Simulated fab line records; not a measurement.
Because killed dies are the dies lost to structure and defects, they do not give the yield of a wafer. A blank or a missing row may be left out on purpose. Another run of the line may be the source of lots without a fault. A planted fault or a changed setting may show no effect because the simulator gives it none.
fab line records	flow n5_finfet
record lots=9	wafers=27	last_day=16
route steps=1938 shown BEOL_M1@766 BEOL_M4@1111 PASSIVATION@1936
lots that met no fault: taken from a fault-free run of the same line
start_h: start of the lot's first displayed wafer, in hours after the record's first day	wait_h: hours since the lot's step before	" as in the row above	L1.1+2: a row that stands for several wafers	- value missing, or start not given	* or withheld: withheld	< > ~ a bound
route shown NAME@n: a module of which the file shows steps, and the number in the route of the first	usual: the fault-free wafers' mean and standard deviation	same: alike in all rows	chamber/n: place in a boat	sites: each site's reading	_std_site: the values' standard deviation	_edge_site: outer sites' mean less inner sites'	radius_mm: for every site, how far away it sits from the centre of the wafer	mask NAME#n: copy n	behind: tool/chamber where the wafer was last shaped	hold: reason for holding the lot/hours on hold/outcome of the hold	device: names the non-switching transistor (n, p or np)	end of line: at the end of the route, the tests of the same wafers	a step without rows: its recipe alone	killed: dies that structure and defects cost at the first sort, which is not the same as the wafer's yield	map: dies across one wafer; x = killed, . = not, _ = none there
set.NAME: the run value of the setting; set.NAME@STEP: its run value at that earlier step	model.NAME: the simulator's own value behind a step, which no gauge read
route steps across a sampled set of lots; one table per step, one row per wafer
services: from which hour (start_h, from the record's first day; less than 0 if before it) a tool's chamber was out of use, for how many hours, and why
## steps
# step N5_BEOL_M1_INSPECT_13
# recipe mode=adi	inspect_instrument=brightfield
# usual raw_defect_count=437/110
lot.wafer	tool	chamber	start_h	wait_h	raw_defect_count
L164.1	defect_inspect-02	-	126.67	0.1	522
L164.3	"	-	"	"	570
L164.5	"	-	"	"	438
L166.1	defect_inspect-02	-	132.29	0.1	658
L166.2	"	-	"	"	653
L166.3	"	-	"	"	479
L171.1	defect_inspect-02	-	169.21	0.1	255
L171.3	"	-	"	"	337
L171.6	"	-	"	"	301
L172.1	defect_inspect-02	-	171.84	0.1	484
L172.3	"	-	"	"	410
L172.6	"	-	"	"	361
L173.3	defect_inspect-02	-	172.27	0.0	405
L173.4	"	-	"	"	306
L173.6	"	-	"	"	539
L176.1	defect_inspect-01	-	194.46	0.1	495
L176.4	"	-	"	"	438
L176.5	"	-	"	"	469
L180.1	defect_inspect-02	-	216.13	0.1	290
L180.4	"	-	"	"	350
L180.6	"	-	"	"	516
L181.4	defect_inspect-02	-	227.75	0.0	494
L181.5	"	-	"	"	415
L181.6	"	-	"	"	446
L182.1	defect_inspect-01	-	234.00	0.1	557
L182.2	"	-	"	"	480
L182.4	"	-	"	"	521
# step N5_BEOL_M1_DESCUM_16
# recipe chemistry=O2	time_s=7	source_power_w=50	bias_power_w=20	pressure_mtorr=20	rf_frequency_hz=2.712e+07	temp_c=40	resist=CAR-EUV	o2_flow_sccm=225
# usual drypump_motor_current_A=5.9/0.37	oes_product_au=0.79/0.085	rf_vpp_V=243.5/1.4	showerhead_plenum_p_Torr=2.11/0.081	throttle_valve_pct=20.46/0.23
lot.wafer	tool	chamber	start_h	wait_h	drypump_motor_current_A	oes_product_au	rf_hours_counter_h	rf_vpp_V	showerhead_plenum_p_Torr	throttle_valve_pct
L164.1	rie_diel-01	1	126.71	0.0	5.9	0.68	226	242.6	2.06	20.99
L164.3	"	3	"	"	6.2	0.85	42	245.3	2.21	20.32
L164.5	"	1	"	"	5.9	0.69	-	243.0	2.06	21.00
L166.1	rie_diel-01	1	132.32	0.0	5.9	0.69	228	242.2	2.06	21.01
L166.2	"	3	"	"	6.2	0.84	45	245.0	2.21	20.33
L166.3	"	0	"	"	5.1	0.92	20	242.1	2.03	20.21
L171.1	rie_diel-02	2	169.27	0.1	5.9	0.84	70	242.7	2.04	20.24
L171.3	"	0	"	"	5.6	0.71	218	241.0	1.99	20.26
L171.6	"	1	"	"	6.4	0.95	-	242.6	2.04	20.08
L172.1	rie_diel-02	3	171.87	0.0	5.5	0.68	244	243.2	2.15	20.68
L172.3	"	2	"	"	5.9	0.84	71	241.7	2.04	20.23
L172.6	"	3	"	"	5.6	0.68	-	246.5	2.15	20.67
L173.3	rie_diel-06	2	172.40	0.1	5.9	0.79	97	244.9	2.19	20.44
L173.4	"	3	"	"	6.4	0.72	201	244.2	2.19	20.70
L173.6	"	2	"	"	5.9	0.80	-	244.5	2.19	20.44
L176.1	rie_diel-01	1	194.62	0.2	5.9	0.68	246	243.5	2.05	21.01
L176.4	"	0	"	"	5.1	0.88	-	242.6	2.02	20.27
L176.5	"	3	"	"	6.2	0.82	-	245.6	2.20	20.36
L180.1	rie_diel-01	0	216.22	0.1	5.1	0.87	44	241.6	2.02	20.27
L180.4	"	2	"	"	5.6	0.73	-	245.4	2.17	20.44
L180.6	"	3	"	"	6.2	0.81	-	245.2	2.20	20.34
L181.4	rie_diel-02	1	227.78	0.0	6.3	0.90	35	243.6	2.03	20.10
L181.5	"	1	"	"	6.3	0.90	-	242.4	2.03	20.13
L181.6	"	0	"	"	5.6	0.70	-	241.5	1.98	20.31
L182.1	rie_diel-01	3	234.04	0.0	6.2	0.81	73	243.0	2.20	20.38
L182.2	"	0	"	"	5.1	0.87	51	243.3	2.02	20.29
L182.4	"	3	"	"	6.2	0.82	-	245.4	2.20	20.35
# step N5_BEOL_M1_EXPOSE_25
# recipe mask_id=V0	na=0.33	source_shape=quasar	sigma_inner=0.2	sigma_outer=0.8	polarization=unpolarized	defocus_nm=5	target_cd_nm=24	dose_mj=63
# usual exposure_dose_mJ_cm2=63.02/0.075
# same na=0.33
lot.wafer	tool	chamber	start_h	wait_h	mask	exposure_dose_mJ_cm2
L164.1	euv_scanner-02	0	127.31	-	V0#0	62.97
L164.3	"	0	"	"	V0#0	62.91
L164.5	"	0	"	"	V0#0	62.94
L166.1	euv_scanner-02	0	132.93	-	V0#0	63.05
L166.2	"	0	"	"	V0#0	63.12
L166.3	"	0	"	"	V0#0	62.93
L171.1	euv_scanner-02	0	169.87	-	V0#0	62.98
L171.3	"	0	"	"	V0#0	63.03
L171.6	"	0	"	"	V0#0	63.01
L172.1	euv_scanner-01	0	172.63	-	V0#0	62.90
L172.3	"	0	"	"	V0#0	62.95
L172.6	"	0	"	"	V0#0	63.02
L173.3	euv_scanner-01	0	173.07	-	V0#0	62.89
L173.4	"	0	"	"	V0#0	63.04
L173.6	"	0	"	"	V0#0	62.88
L176.1	euv_scanner-02	0	195.23	-	V0#0	62.97
L176.4	"	0	"	"	V0#0	62.92
L176.5	"	0	"	"	V0#0	62.92
L180.1	euv_scanner-01	0	216.94	-	V0#0	67.62
L180.4	"	0	"	"	V0#0	67.66
L180.6	"	0	"	"	V0#0	67.62
L181.4	euv_scanner-01	0	228.43	-	V0#0	67.67
L181.5	"	0	"	"	V0#0	67.65
L181.6	"	0	"	"	V0#0	67.64
L182.1	euv_scanner-02	0	234.76	-	V0#0	63.07
L182.2	"	0	"	"	V0#0	63.03
L182.4	"	0	"	"	V0#0	62.98
# step N5_BEOL_M1_CD_MEAS_28
# recipe landing_energy_ev=500	detector=se_inlens	target_cd_y_nm=23.3
# usual cd_nm=23.92/0.22
lot.wafer	tool	chamber	start_h	wait_h	cd_nm
L164.1	cd_sem-02	0	127.45	-	23.72
L164.3	"	0	"	"	24.03
L164.5	"	0	"	"	24.18
L166.1	cd_sem-03	0	133.07	-	23.87
L166.2	"	0	"	"	23.79
L166.3	"	0	"	"	23.82
L171.1	cd_sem-03	0	170.01	-	24.00
L171.3	"	0	"	"	24.36
L171.6	"	0	"	"	24.31
L172.1	cd_sem-03	0	172.77	-	24.05
L172.3	"	0	"	"	24.11
L172.6	"	0	"	"	24.43
L173.3	cd_sem-03	0	173.20	-	24.11
L173.4	"	0	"	"	24.25
L173.6	"	0	"	"	23.80
L176.1	cd_sem-02	0	195.38	-	23.78
L176.4	"	0	"	"	23.72
L176.5	"	0	"	"	23.58
L180.1	cd_sem-01	0	217.09	-	25.54
L180.4	"	0	"	"	25.50
L180.6	"	0	"	"	25.45
L181.4	cd_sem-01	0	228.55	-	25.01
L181.5	"	0	"	"	25.19
L181.6	"	0	"	"	24.99
L182.1	cd_sem-02	0	234.91	-	23.96
L182.2	"	0	"	"	24.24
L182.4	"	0	"	"	24.16
# step N5_BEOL_M1_ETCH_77
# recipe chemistry=N2/H2	target=underlayer	target_depth_a=65	mask_material=CAR-EUV	time_s=5.2	ion_energy_ev=200	pressure_mtorr=30	source_w=840	bias_w=150	n2_flow_sccm=200	h2_flow_sccm=200	ends=cleared
# usual drypump_motor_current_A=5.9/0.36	etch_rf_on_time_s=5.15/0.11	oes_product_au=0.67/0.074	rf_vpp_V=524.6/2.7	showerhead_plenum_p_Torr=2.56/0.09	throttle_valve_pct=17.86/0.25
lot.wafer	tool	chamber	start_h	wait_h	drypump_motor_current_A	etch_rf_on_time_s	oes_product_au	rf_hours_counter_h	rf_vpp_V	showerhead_plenum_p_Torr	throttle_valve_pct
L164.1	rie_diel-02	2	127.61	0.0	6.0	5.08	0.72	58	524.4	2.46	17.55
L164.3	"	3	"	"	5.5	5.15	0.58	228	525.6	2.62	18.07
L164.5	"	2	"	"	6.0	4.98	0.73	-	523.3	2.46	17.54
L166.1	rie_diel-06	1	133.23	0.0	6.0	5.25	0.63	133	525.0	2.65	17.81
L166.2	"	3	"	"	6.5	5.22	0.62	189	527.4	2.61	17.71
L166.3	"	0	"	"	5.6	5.22	0.65	162	524.6	2.53	17.95
L171.1	rie_diel-02	0	170.32	0.0	5.6	5.30	0.61	218	518.1	2.40	17.56
L171.3	"	1	"	"	6.4	5.05	0.81	16	522.8	2.49	17.51
L171.6	"	2	"	"	5.9	5.00	0.73	-	522.9	2.46	17.57
L172.1	rie_diel-06	0	172.93	0.0	5.6	5.22	0.64	173	522.5	2.53	17.94
L172.3	"	2	"	"	5.9	5.11	0.67	98	527.1	2.69	17.99
L172.6	"	3	"	"	6.4	5.16	0.61	-	525.2	2.60	17.72
L173.3	rie_diel-01	0	173.64	0.0	5.1	5.03	0.78	31	520.7	2.48	17.72
L173.4	"	3	"	"	6.2	5.27	0.71	55	528.0	2.70	17.94
L173.6	"	1	"	"	5.9	5.23	0.59	-	523.3	2.52	18.56
L176.1	rie_diel-06	2	195.54	0.0	5.9	5.18	0.66	106	528.0	2.68	18.00
L176.4	"	3	"	"	6.4	5.14	0.62	209	525.4	2.60	17.74
L176.5	"	0	"	"	5.6	5.23	0.64	-	520.7	2.53	17.98
L180.1	rie_diel-02	2	217.27	0.0	5.9	5.01	0.71	86	519.5	2.45	17.59
L180.4	"	0	"	"	5.6	5.24	0.60	235	519.4	2.40	17.59
L180.6	"	3	"	"	5.6	4.93	0.84	-	526.6	2.61	17.73
L181.4	rie_diel-02	3	228.71	0.0	5.6	4.95	0.81	5	526.0	2.61	17.77
L181.5	"	1	"	"	6.4	5.03	0.77	-	524.1	2.48	17.57
L181.6	"	2	"	"	6.0	4.94	0.70	-	520.3	2.45	17.60
L182.1	rie_diel-06	3	235.07	0.0	6.4	5.22	0.60	221	524.2	2.59	17.76
L182.2	"	1	"	"	6.0	5.28	0.61	164	526.1	2.63	17.85
L182.4	"	0	"	"	5.6	5.27	0.63	193	525.1	2.52	18.00
# step N5_BEOL_M4_RC_MEAS_101
# usual DIBL_N=36.3/1.7	DIBL_P=36.3/2.2	IOFF_N=0.16/0.034	IOFF_P=0.21/0.038	ION_N=673/13	ION_P=461/8.3	SS_N=71.5/0.55	SS_P=73.3/0.67	VT_N=250/3.4	VT_P=-251/3.5
lot.wafer	tool	chamber	start_h	wait_h	DIBL_N[mV/V]	DIBL_P[mV/V]	IOFF_N[nA/um]	IOFF_P[nA/um]	ION_N[uA/um]	ION_P[uA/um]	SS_N[mV/dec]	SS_P[mV/dec]	VT_N[mV]	VT_P[mV]
L164.1	prober-01	0	169.82	0.0	40.2	39.4	0.24	0.28	688	460	72.3	72.9	244	-246
L164.3	"	0	"	"	36.2	35.4	0.16	0.19	679	461	71.2	72.6	250	-251
L164.5	"	0	"	"	35.2	33.2	0.12	0.16	653	446	71.2	72.5	254	-254
L166.1	prober-01	0	177.92	0.0	35.3	34.0	0.15	0.18	665	454	70.9	73.4	249	-251
L166.2	"	0	"	"	33.9	32.8	0.12	0.17	644	446	70.8	73.3	253	-253
L166.3	"	0	"	"	35.4	35.6	0.15	0.21	660	456	71.4	73.8	253	-249
L172.1	prober-01	0	210.59	0.0	37.0	39.3	0.16	0.25	656	464	71.9	73.5	251	-247
L172.3	"	0	"	"	37.0	39.2	0.16	0.23	679	465	72.1	73.6	251	-251
L172.6	"	0	"	"	36.8	38.2	0.15	0.23	663	462	71.5	74.0	250	-246
L171.1	prober-02	0	211.15	0.0	36.0	35.6	0.16	0.21	667	458	71.7	72.8	248	-249
L171.3	"	0	"	"	35.1	34.5	0.14	0.20	672	453	71.5	72.4	248	-251
L171.6	"	0	"	"	37.5	37.1	0.20	0.24	686	462	71.5	72.8	245	-249
L173.3	prober-01	0	213.62	0.3	39.5	39.5	0.22	0.33	698	484	72.3	74.4	248	-241
L173.4	"	0	"	"	35.5	35.5	0.15	0.23	680	472	71.4	73.7	248	-245
L173.6	"	0	"	"	36.1	35.8	0.15	0.22	677	468	72.1	73.2	253	-247
L176.1	prober-02	0	242.56	0.0	39.9	40.9	0.24	0.29	703	474	72.0	73.6	242	-246
L176.4	"	0	"	"	36.0	37.5	0.17	0.23	685	474	71.5	73.0	248	-247
L176.5	"	0	"	"	35.6	36.3	0.16	0.21	681	461	71.8	72.6	247	-250
L180.1	prober-02	0	255.43	0.0	34.9	35.9	0.14	0.17	665	454	70.8	73.4	251	-255
L180.4	"	0	"	"	35.7	35.8	0.15	0.17	678	457	70.9	72.5	251	-255
L180.6	"	0	"	"	33.0	32.4	0.10	0.13	660	447	71.0	71.2	257	-258
L181.4	prober-02	0	268.68	0.5	37.7	36.8	0.17	0.17	680	453	71.8	73.3	248	-259
L181.5	"	0	"	"	36.5	34.2	0.15	0.15	668	450	71.5	73.3	253	-258
L181.6	"	0	"	"	36.4	34.9	0.14	0.15	674	454	70.8	72.7	250	-259
L182.1	prober-01	0	282.42	0.0	40.0	38.9	0.20	0.23	678	457	72.0	73.2	246	-253
L182.2	"	0	"	"	38.8	37.3	0.17	0.22	676	460	71.3	72.8	250	-252
L182.4	"	0	"	"	34.9	32.8	0.11	0.15	665	459	71.3	72.4	256	-259
# step N5_PASSIVATION_PROBE_49
# usual defect_limited_yield=91.4/1.6	killed_at_M0_to_M3=34/10	killed_at_M4_up=12/4.8	killed_at_contacts=11/6.2	killed_at_front_end=39/13	killed_at_other=4/3.1	killed_dies=101/19	killed_open=67/14	killed_short=32/8.3	sort_bin_5_function=5.0/1	sort_bin_6_memory=3.2/0.76	sort_bin_8_speed=0.00/0.026	sort_n_pass=1079/19
# same gross_dies=1180	killed_at_back_side=0	sort_bin_4_leakage[%]=0
lot.wafer	tool	chamber	start_h	wait_h	defect_limited_yield[%]	killed_at_M0_to_M3	killed_at_M4_up	killed_at_contacts	killed_at_front_end	killed_at_other	killed_dies	killed_open	killed_short	sort_bin_5_function[%]	sort_bin_6_memory[%]	sort_bin_8_speed[%]	sort_n_pass
L164.1	prober-01	-	274.50	0.0	89.2	46	18	7	55	1	127	81	46	5.8	4.8	0	1053
L164.3	prober-01	-	274.60	0.1	89.4	33	17	17	57	1	125	75	46	5.8	4.2	0	1055
L164.5	prober-01	-	274.70	0.2	90.8	32	19	12	45	0	108	66	41	5.5	3.4	0	1072
L171.1	prober-01	-	311.26	0.0	90.8	44	8	11	35	10	108	64	44	5.5	3.5	0	1072
L171.3	prober-01	-	311.36	0.1	91.6	42	7	5	39	6	99	45	51	4.6	2.9	0	1081
L171.6	prober-01	-	311.51	0.3	90.3	48	18	6	36	6	114	68	44	6.0	3.1	0	1066
L172.1	prober-01	-	320.94	0.0	92.5	33	13	13	26	4	89	60	28	5.2	2.4	0	1091
L172.3	prober-01	-	321.04	0.1	92.0	35	6	13	33	7	94	59	34	3.8	4.0	0	1086
L172.6	prober-01	-	321.19	0.3	91.8	46	7	13	30	1	97	64	33	4.7	3.4	0	1083
L180.1	prober-02	-	352.34	0.0	91.8	24	12	22	36	3	97	67	28	5.3	2.8	0	1083
L180.4	prober-02	-	352.49	0.2	93.0	22	7	7	43	4	83	48	28	4.1	2.2	0	1097
L180.6	prober-02	-	352.59	0.3	92.6	37	17	15	15	3	87	56	30	4.0	3.1	0	1093
L181.4	prober-02	-	376.87	0.2	90.4	48	5	18	39	3	113	75	36	5.8	3.5	0	1067
L181.5	prober-02	-	376.92	0.2	90.5	47	17	14	26	8	112	80	28	5.6	3.4	0	1068
L181.6	prober-02	-	376.97	0.3	89.7	50	6	20	40	5	121	80	41	6.3	3.5	0	1059
L182.1	prober-02	-	383.11	0.0	91.4	21	28	10	39	3	101	65	35	4.9	3.3	0	1079
L182.2	prober-02	-	383.16	0.1	91.4	32	14	6	48	1	101	64	37	6.0	2.3	0	1079
L182.4	prober-02	-	383.26	0.2	89.3	34	18	14	45	15	126	83	42	6.1	4.2	0	1054
# killed by level:class
L164.1 BEOL_M0_SAQP:geometric_particle:short=18 FIN_SAQP:geometric_particle:short=13 FIN_SAQP:geometric_particle:open=12 BEOL_M2:geometric_particle:open=11 BEOL_M0_SAQP:geometric_particle:open=8 ILD0:geometric_particle:open=7 DUMMY_GATE:geometric_particle:open=6 BEOL_M4:geometric_particle:open=6
L164.3 BEOL_M0_SAQP:geometric_particle:short=17 MOL_CONTACT_COAG:geometric_particle:open=15 FIN_SAQP:geometric_particle:open=13 FIN_SAQP:geometric_particle:short=12 BEOL_M4:geometric_particle:open=8 BEOL_M0_SAQP:geometric_particle:open=8 DUMMY_GATE:geometric_particle:open=7 GATE_CUT:geometric_particle:short=7
L164.5 BEOL_M0_SAQP:geometric_particle:open=15 FIN_SAQP:geometric_particle:short=14 FIN_SAQP:geometric_particle:open=12 BEOL_M4:geometric_particle:open=12 BEOL_M0_SAQP:geometric_particle:short=10 MOL_CONTACT_COAG:geometric_particle:open=9 DUMMY_GATE:geometric_particle:open=6 STARTING-WAFER:geometric_particle:short=4
L171.1 STI_FIN_REVEAL:geometric_particle:open=14 BEOL_M0_SAQP:geometric_particle:open=13 BEOL_M0_SAQP:geometric_particle:short=12 FIN_SAQP:geometric_particle:short=11 MOL_CONTACT_COAG:geometric_particle:open=8 FIN_SAQP:geometric_particle:open=5 BEOL_M0:geometric_particle:open=4 BEOL_M1:geometric_particle:open=4
L171.3 BEOL_M0_SAQP:geometric_particle:short=17 FIN_SAQP:geometric_particle:short=11 BEOL_M0_SAQP:geometric_particle:open=10 STI_FIN_REVEAL:geometric_particle:open=7 MOL_CONTACT_COAG:geometric_particle:open=4 STARTING-WAFER:geometric_particle:short=4 BEOL_M2:geometric_particle:open=3 DUMMY_GATE:geometric_particle:short=3
L171.6 BEOL_M0_SAQP:geometric_particle:open=18 BEOL_M0_SAQP:geometric_particle:short=16 GATE_CUT:geometric_particle:short=8 FIN_SAQP:geometric_particle:open=6 BEOL_M4:geometric_particle:open=6 MOL_CONTACT_COAG:geometric_particle:open=5 FIN_SAQP:geometric_particle:short=4 GATE_CUT:geometric_particle:open=4
L172.1 FIN_SAQP:geometric_particle:open=12 MOL_CONTACT_COAG:geometric_particle:open=11 BEOL_M0:geometric_particle:open=6 BEOL_M1:geometric_particle:open=6 BEOL_M3:geometric_particle:short=6 FIN_SAQP:geometric_particle:short=4 GATE_CUT:geometric_particle:open=4 BEOL_M0_SAQP:geometric_particle:open=4
L172.3 MOL_CONTACT_COAG:geometric_particle:open=11 BEOL_M1:geometric_particle:open=11 BEOL_M2:geometric_particle:open=10 FIN_SAQP:geometric_particle:open=5 STI_FIN_REVEAL:geometric_particle:open=5 ILD0:geometric_particle:short=5 GATE_CUT:geometric_particle:short=4 DUMMY_GATE:geometric_particle:short=3
L172.6 BEOL_M2:geometric_particle:open=13 MOL_CONTACT_COAG:geometric_particle:open=11 BEOL_M0_SAQP:geometric_particle:open=9 BEOL_M1:geometric_particle:open=8 BEOL_M0_SAQP:geometric_particle:short=7 FIN_SAQP:geometric_particle:short=6 STARTING-WAFER:geometric_particle:short=6 STI_FIN_REVEAL:geometric_particle:open=4
L180.1 MOL_CONTACT_COAG:geometric_particle:open=21 FIN_SAQP:geometric_particle:open=7 GATE_CUT:geometric_particle:short=6 FIN_SAQP:geometric_particle:short=4 DUMMY_GATE:geometric_particle:open=4 BEOL_M0_SAQP:geometric_particle:open=4 BEOL_M2:geometric_particle:open=4 BEOL_M3:geometric_particle:open=4
L180.4 STI_FIN_REVEAL:geometric_particle:open=8 MOL_CONTACT_COAG:geometric_particle:open=6 BEOL_M3:geometric_particle:open=6 BEOL_M2:geometric_particle:open=5 HKMG_FIN:area_etch=5 FIN_SAQP:geometric_particle:short=4 FIN_SAQP:geometric_particle:open=4 STI_FIN_REVEAL:geometric_particle:short=4
L180.6 MOL_CONTACT_COAG:geometric_particle:open=10 BEOL_M2:geometric_particle:open=10 BEOL_M1:geometric_particle:open=6 MOL_CONTACT_COAG:geometric_particle:short=5 BEOL_M0_SAQP:geometric_particle:short=5 BEOL_M1:geometric_particle:short=5 BEOL_M4:geometric_particle:open=4 BEOL_M0_SAQP:geometric_particle:open=3
L181.4 MOL_CONTACT_COAG:geometric_particle:open=12 BEOL_M2:geometric_particle:open=12 STI_FIN_REVEAL:geometric_particle:open=9 BEOL_M3:geometric_particle:open=9 BEOL_M1:geometric_particle:short=7 GATE_CUT:geometric_particle:open=6 BEOL_M0_SAQP:geometric_particle:open=6 FIN_SAQP:geometric_particle:open=5
L181.5 MOL_CONTACT_COAG:geometric_particle:open=14 BEOL_M3:geometric_particle:open=11 BEOL_M0_SAQP:geometric_particle:open=10 STI_FIN_REVEAL:geometric_particle:open=7 BEOL_M1:geometric_particle:short=6 BEOL_M1:geometric_particle:open=5 PASS1_CAP:geometric_particle:short=5 FIN_SAQP:geometric_particle:open=4
L181.6 MOL_CONTACT_COAG:geometric_particle:open=16 FIN_SAQP:geometric_particle:open=14 BEOL_M3:geometric_particle:open=13 BEOL_M0_SAQP:geometric_particle:open=11 BEOL_M0_SAQP:geometric_particle:short=8 FIN_SAQP:geometric_particle:short=6 BEOL_M2:geometric_particle:open=6 MOL_CONTACT_COAG:geometric_particle:short=4
L182.1 BEOL_M4:geometric_particle:open=11 STI_FIN_REVEAL:geometric_particle:open=7 MOL_CONTACT_COAG:geometric_particle:open=7 FIN_SAQP:geometric_particle:short=6 FIN_SAQP:geometric_particle:open=5 BEOL_M5:geometric_particle:open=5 BEOL_M0_SAQP:geometric_particle:open=5 BEOL_M0_SAQP:geometric_particle:short=5
L182.2 FIN_SAQP:geometric_particle:open=13 STI_FIN_REVEAL:geometric_particle:open=13 BEOL_M4:geometric_particle:open=8 BEOL_M3:geometric_particle:open=6 BEOL_M2:geometric_particle:short=6 MOL_CONTACT_COAG:geometric_particle:open=5 BEOL_M1:geometric_particle:open=5 STI_FIN_REVEAL:geometric_particle:short=4
L182.4 STI_FIN_REVEAL:geometric_particle:open=11 BEOL_M3:geometric_particle:open=10 MOL_CONTACT_COAG:geometric_particle:open=10 BEOL_M4:geometric_particle:open=10 BEOL_M1:geometric_particle:open=9 FIN_SAQP:geometric_particle:open=8 BEOL_M0_SAQP:geometric_particle:short=6 STARTING-WAFER:geometric_particle:short=6
## services
tool	chamber	start_h	hours	kind
euv_scanner-02	-	102.75	0.8	repair
euv_scanner-02	0	104.22	-	calibration
euv_scanner-01	-	111.56	17.3	pm
rie_diel-02	1	111.75	17.4	repair
rie_diel-01	3	135.36	4.7	repair
rie_diel-01	0	137.90	2.9	repair
euv_scanner-01	-	139.91	0.1	repair
euv_scanner-02	-	151.29	1.0	pm
euv_scanner-01	-	156.17	1.0	pm
rie_diel-02	1	157.42	4.3	repair
euv_scanner-01	-	163.93	4.6	pm
rie_diel-01	1	186.73	2.2	repair
euv_scanner-01	0	189.99	-	calibration
rie_diel-02	3	191.24	-	clean
rie_diel-02	3	191.24	-	consumable_replace:focus_ring
rie_diel-02	3	191.24	21.9	scheduled_down
rie_diel-02	3	191.24	21.9	vent_cycle
euv_scanner-02	-	207.46	1.0	pm
rie_diel-01	3	210.45	5.0	repair
euv_scanner-01	-	212.32	1.0	pm
rie_diel-01	1	215.71	-	clean
rie_diel-01	1	215.71	-	consumable_replace:focus_ring
rie_diel-01	1	215.71	21.0	scheduled_down
rie_diel-01	1	215.71	21.0	vent_cycle
## key
first_sign step=N5_BEOL_M1_EXPOSE_25	reading=exposure_dose_mJ_cm2	direction=up	sigmas=61	usual=63.02	struck=67.64
effect step=N5_BEOL_M1_CD_MEAS_28	reading=cd_nm	direction=up	sigmas=6.1	usual=23.92	struck=25.28
met_at N5_BEOL_M1_EXPOSE_25
struck_lots L180,L181
not_acting_at N5_BEOL_M1_INSPECT_13,N5_BEOL_M1_DESCUM_16,N5_BEOL_M1_ETCH_77
onset_between 173.07 216.94
fault kind=process_parameter_drift	tool=euv_scanner-01	chamber=-	onset_h=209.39	steps=N5_BEOL_M1_EXPOSE_25	channel=dose_mj	offset=4.6789	shape=step	acts_in=these_recipes_only	stated=63
